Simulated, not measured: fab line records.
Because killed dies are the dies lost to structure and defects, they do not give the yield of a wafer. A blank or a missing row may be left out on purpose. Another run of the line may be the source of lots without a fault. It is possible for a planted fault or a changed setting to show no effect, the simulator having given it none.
Which tool was responsible? || flow nand_harc || 18 wafers from 6 lots sampled at 3 of the route's 1159 steps

== WHAT THE GAUGES SHOWED, per wafer ==
NHARC_P_ZERO_WELL_CD_MEAS_24 targets a cd of 720 nm.
{"lot": "L331", "measured": "day 2 08:28", "on": "cd_sem-01", "cd_nm (nm)": "719.7 721.6 722.3"}
{"lot": "L334", "measured": "day 3 02:28", "on": "cd_sem-01", "cd_nm (nm)": "721.4 716.5 719.2"}
{"lot": "L339", "measured": "day 4 08:33", "on": "cd_sem-02", "cd_nm (nm)": "708.0 711.9 711.7"}
{"lot": "L342", "measured": "day 5 02:29", "on": "cd_sem-02", "cd_nm (nm)": "712.5 708.1 709.7"}
{"lot": "L348", "measured": "day 6 14:35", "on": "cd_sem-01", "cd_nm (nm)": "717.4 719.5 714.5"}
{"lot": "L350", "measured": "day 7 02:44", "on": "cd_sem-02", "cd_nm (nm)": "722.4 718.6 718.8"}

== WHAT TOOL EACH LOT RAN ON (gives the tool, then ch and the chambers of the sampled wafers, and finally the start) ==
{"lot": "L331", "NHARC_P_ZERO_WELL_ETCH_62": "rie_diel-08 ch 0,1,3, day 2 08:22 or earlier", "NHARC_P_ZERO_WELL_PEB_22": "litho_track-03 ch 0, day 2 08:22"}
{"lot": "L334", "NHARC_P_ZERO_WELL_ETCH_62": "rie_diel-07 ch 0,1,2, day 3 02:22 or earlier", "NHARC_P_ZERO_WELL_PEB_22": "litho_track-02 ch 0, day 3 02:22"}
{"lot": "L339", "NHARC_P_ZERO_WELL_ETCH_62": "rie_diel-07 ch 0,3, day 4 08:28 or earlier", "NHARC_P_ZERO_WELL_PEB_22": "litho_track-03 ch 0, day 4 08:28"}
{"lot": "L342", "NHARC_P_ZERO_WELL_ETCH_62": "rie_diel-08 ch 2,3, day 5 02:24 or earlier", "NHARC_P_ZERO_WELL_PEB_22": "litho_track-03 ch 0, day 5 02:24"}
{"lot": "L348", "NHARC_P_ZERO_WELL_ETCH_62": "rie_diel-11 ch 0,1,2, day 6 14:29 or earlier", "NHARC_P_ZERO_WELL_PEB_22": "litho_track-05 ch 0, day 6 14:29"}
{"lot": "L350", "NHARC_P_ZERO_WELL_ETCH_62": "rie_diel-08 ch 2, day 7 02:39 or earlier", "NHARC_P_ZERO_WELL_PEB_22": "litho_track-02 ch 0, day 7 02:39"}
- NHARC_P_ZERO_WELL_ETCH_62: etches the open film in CHF3/Ar, target depth 13 nm, time 6.5 s.
- NHARC_P_ZERO_WELL_PEB_22: peb time 85 s.

== THE ANSWER, worked out from the rows above alone ==
Rule: the usual values come from the lots themselves. The widest of any qualifying gaps counts: lots, ordered by their means at a reading, are off when they make up no more than a third of the lots, leave a main group of 4 or more, and stand apart from it by 3 or more times the standard deviation of that group's means. Not used: any main group whose means are identical at the precision the tables above print for the reading. Also off: a lot with no number at a reading for which 4 or more lots have one. Where the step has rows for the other lots, those lots are counted as sound.
Off, at NHARC_P_ZERO_WELL_CD_MEAS_24 on cd_nm: L339, L342. For the main group the mean is 719.3 nm and the standard deviation 1.5.
If a tool, at a process step before that reading, ran all the lots that are off and no sound lot after the first of them, it fits. Gauges at NHARC_P_ZERO_WELL_CD_MEAS_24: tried the same way as those tools. With no start given for some of its lots, NHARC_P_ZERO_WELL_ETCH_62 uses the hours and lot order of NHARC_P_ZERO_WELL_PEB_22. One fits: litho_track-03 at NHARC_P_ZERO_WELL_PEB_22. A fault onset in the window from L331 (day 2 08:22, its last sound lot) to L339 (day 4 08:28, its first lot off) fits.

== WHAT THE SIMULATOR HAD PUT IN ==
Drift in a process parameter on litho_track-03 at NHARC_P_ZERO_WELL_PEB_22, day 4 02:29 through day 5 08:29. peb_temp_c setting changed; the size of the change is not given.
Shown lots that were struck: L339, L342. The rule above found the same.
